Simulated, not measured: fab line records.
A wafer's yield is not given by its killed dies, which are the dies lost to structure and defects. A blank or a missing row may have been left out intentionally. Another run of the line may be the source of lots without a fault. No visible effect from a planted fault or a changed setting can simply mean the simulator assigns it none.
A struck lot beside a sound one | flow n5 finfet | 40 steps out of a route of 1938
Sound: these wafers, L117.1, L117.4, L117.6. Struck: wafers L103.1, L103.4. (L103.3 of the same lot was not struck and is left out.) The cause comes at the end.
Per side, at each step with rows, come the tool, then ch with its chambers, and then its first start. Under that, the readings that differ: sound wafers | struck wafers | difference of the means | sigmas: that difference in standard deviations of wafers without a fault.
alike: readings whose means differ by less than 2 such deviations, and words and numbers that are the same on both sides. not compared: withheld readings, readings that some wafer has no value for, bounds like >300 that may hide the same value, and numbers for which the record gives no deviation and whose values overlap.
Wherever a step has rows on one side only, a row that says differs or no value, or a row with sigmas, the two part there. When numbers do not overlap yet have no deviation, they are printed without sigmas and do not part them. A reading missing from all wafers of one side parts the sides only when that side holds two or more wafers.

first, 11 steps without rows for these wafers: N5_HKMG_FIN_STRIP_60 (strips in N2/H2, time 360 s); N5_HKMG_FIN_WET_ETCH_77 (etches La2O3 in dHCl, stops on HfO2, target depth 2 nm); N5_HKMG_FIN_WET_ETCH_78 (etches Al2O3 in dNH4OH, stops on La2O3, target depth 4.5 nm, rinse time 30 s); N5_HKMG_FIN_ALD_79 (deposits TiN, target thk 1.5 nm, pulse time 1 s, purge time 3 s); N5_HKMG_FIN_CVD_62 (deposits a-Si from Si2H6, target thk 3 nm, time 20.8 s); N5_HKMG_FIN_RTA_80 (time 2 s); N5_HKMG_FIN_PRECLEAN_64 (cleans in dHF, time 30 s); N5_HKMG_FIN_WET_ETCH_65 (etches a-Si in TMAH, stops on TiN, time 49 s, target depth 3 nm); N5_HKMG_FIN_WET_ETCH_81 (etches TiN in SC1, stops on HfO2, time 57 s, target depth 6 nm); N5_HKMG_FIN_WET_ETCH_82 (etches La2O3 in dHCl, stops on HfO2, target depth 2 nm, rinse time 30 s); N5_HKMG_FIN_ALD_36 (deposits TiN, target thk 1 nm, pulse time 1 s, purge time 3 s).
N5_HKMG_FIN_PWFM_ALD_03: deposits TiN, target thk 2 nm, pulse time 1 s, purge time 3 s.
  sound on ald metal-02 ch 1,2,3, day 8 09:00; struck on ald metal-02 ch 0,3, day 4 22:55
  reading                                       | sound                | struck  | difference                    | sigmas
  ald cycles                                    | 91 91 91             | 69 69   | -22                           |
  susceptor temp C (C)                          | 400.27 399.92 399.92 | - -     | no value on the struck wafers |
  model.TiN_of_HKMG_FIN_PWFM_ALD_03.thk nm (nm) | 2 2 2                | 1.6 1.6 | -0.4                          |
  alike: chamber pressure Torr, heater power outer w, heater power w, precursor pulse height rel
then, 26 steps without rows for these wafers: N5_HKMG_FIN_COAT_29 (time 60 s, resist thk 300 nm); N5_HKMG_FIN_COAT_30 (time 60 s, resist thk 35 nm); N5_HKMG_FIN_COAT_06 (resist thk 90 nm); N5_HKMG_FIN_EBR_08; N5_HKMG_FIN_SOFTBAKE_07 (time 60 s); N5_HKMG_FIN_EXPOSE_09 (exposes mask NWFM); N5_HKMG_FIN_PEB_10 (peb time 60 s); N5_HKMG_FIN_DEVELOP_11 (develop time 30 s); N5_HKMG_FIN_DESCUM_17 (chemistry O2, time 7.9 s); N5_HKMG_FIN_ETCH_31 (etches SiARC in CF4, target depth 45.5 nm, time 75.8 s); N5_HKMG_FIN_ETCH_32 (etches SOC in N2/H2, target depth 240 nm, time 300 s); N5_HKMG_FIN_STRIP_33 (strips in N2/H2); N5_HKMG_FIN_STRIP_34 (strips in CF4); N5_HKMG_FIN_ETCH_35 (etches SOC in N2/H2, target depth 215.8 nm, time 243.4 s); N5_HKMG_FIN_STRIP_92 (strips SOC in N2/H2, time 20 s); N5_HKMG_FIN_WET_ETCH_18 (etches TiN in SC1, time 55 s, target depth 5.2 nm, rinse time 30 s); N5_HKMG_FIN_STRIP_19 (strips in N2/H2, time 360 s); N5_HKMG_FIN_ALD_91 (deposits TiN, target thk 1 nm, pulse time 1 s, purge time 3 s); N5_HKMG_FIN_COAT_85 (time 60 s, resist thk 300 nm); N5_HKMG_FIN_ETCH_86 (etches SOC in N2/H2, stops on TiN, target depth 393.2 nm); N5_HKMG_FIN_STRIP_89 (strips SOC in N2/H2, time 20 s); N5_HKMG_FIN_WET_ETCH_87 (etches TiN in SC1, time 154.2 s, target depth 4.7 nm, rinse time 30 s); N5_HKMG_FIN_STRIP_88 (strips in N2/H2, time 360 s); N5_HKMG_FIN_NWFM_ALD_20 (deposits TiAlC, target thk 2 nm, pulse time 3 s, purge time 2 s); N5_HKMG_FIN_ALD_71 (deposits TiN, target thk 1 nm, pulse time 1 s, purge time 3 s); N5_HKMG_FIN_COAT_66 (time 60 s, resist thk 300 nm).
-- the record jumps here: 4 days lie between the struck wafers' starts before and after (it left off in module HKMG_FIN and takes up again in module BEOL_M4, whose first step shown is number 1111 of the route) --
N5_BEOL_M4_RC_MEAS_101:
  sound on prober-02 ch 0, day 11 20:59; struck on prober-02 ch 0, day 9 05:05
  reading             | sound                    | struck          | difference | sigmas
  IOFF_P (nA/um)      | 0.26 0.23 0.23           | 0.08 0.10       | -0.15      | -4
  IOFF_P_85C (nA/um)  | 4.2 3.8 3.7              | 1.5 2.0         | -2.1       | -4
  IOFF_P_LIN (nA/um)  | 0.115 0.107 0.105        | 0.039 0.049     | -0.065     | -5
  IOFF_P_LONG (nA/um) | 0.000101 0.000108 0.0001 | 6.9e-05 7.5e-05 | -3.1e-05   | -4
  ION_P (uA/um)       | 465 461 470              | 423 432         | -38        | -5
  SS_N (mV/dec)       | 72.4 73.0 72.7           | 70.6 71.4       | -1.7       | -2
  SS_P (mV/dec)       | 74.0 74.1 74.3           | 72.3 73.0       | -1.5       | -2
  VT_P (mV)           | -247 -250 -248           | -275 -270       | -24        | -7
  VT_P_LONG (mV)      | -274.4 -277.5 -275.4     | -295.4 -295.7   | -19.8      | -7
  VT_P_LVT (mV)       | -96.9 -97.6 -99.4        | -120.9 -118.2   | -21.6      | -7
  alike: DIBL_N, DIBL_P, IOFF_N, ION_N, VT_N
-- record jumps: 5 days separate the struck wafers' starts on either side; left off in module BEOL_M4, taken up again in module PASSIVATION, whose first shown step is the route's number 1936 --
N5_PASSIVATION_PROBE_49:
  record: rows for the struck wafers here (prober-02, day 14 05:35), none for the sound ones

WHERE THEY PART
At N5_HKMG_FIN_PWFM_ALD_03 first; at N5_PASSIVATION_PROBE_49 last (within this record only).

WHY: the cause the simulator had injected
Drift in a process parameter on ald metal-02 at N5_HKMG_FIN_PWFM_ALD_03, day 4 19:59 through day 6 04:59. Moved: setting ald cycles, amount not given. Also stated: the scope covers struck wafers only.
